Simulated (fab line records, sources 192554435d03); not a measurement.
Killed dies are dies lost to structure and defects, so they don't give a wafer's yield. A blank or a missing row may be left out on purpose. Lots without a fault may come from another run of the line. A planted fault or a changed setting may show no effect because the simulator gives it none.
Chamber matching | flow n5_finfet | N5_BEOL_M14_ETCH_68 on rie_diel-05: 4 sister chambers
The step etches SOC in N2/H2, time 450 s. 4 wafers are shown with their chamber, then 11 later ones without.

WAFERS WITH THEIR CHAMBER
wafer  | chamber | drypump_motor_current_A (A)
L082.5 | 0       | 6.0
L083.2 | 2       | 6.6
L086.1 | 3       | 4.9
L090.2 | 1       | 6.3

WAFERS WITHOUT THEIR CHAMBER
wafer  | drypump_motor_current_A (A)
L090.3 | 6.0
L090.5 | 6.4
L088.1 | 6.4
L088.3 | 4.9
L088.4 | 6.0
L093.3 | 6.4
L093.4 | 6.0
L093.6 | 6.3
L095.2 | 4.9
L095.3 | 6.0
L095.4 | 6.6

WHICH CHAMBER EACH WENT THROUGH
wafer  | from the rows above     | in truth
L090.3 | 0                       | 0
L090.5 | can't be placed: 1 or 2 | 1
L088.1 | can't be placed: 1 or 2 | 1
L088.3 | 3                       | 3
L088.4 | 0                       | 0
L093.3 | can't be placed: 1 or 2 | 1
L093.4 | 0                       | 0
L093.6 | 1                       | 1
L095.2 | 3                       | 3
L095.3 | 0                       | 0
L095.4 | 2                       | 2
Placed correctly: 8 of 11. Can't be placed from these rows: 3 (the true chamber is among the candidates in 3). Placed wrongly: 0.
How it was worked out, from the rows above alone: a wafer's distance from a chamber is the root of the sum, over the readings, of the square of ((its reading less the chamber's mean) divided by the reading's scatter). The wafer belongs to the nearest chamber; if the next one is less than 2 further off, it can't be placed. A chamber's mean is the mean of its shown wafers. The scatter: with one shown wafer a chamber, the root of the mean of the squares of how far each hidden wafer lies from its nearest shown one.
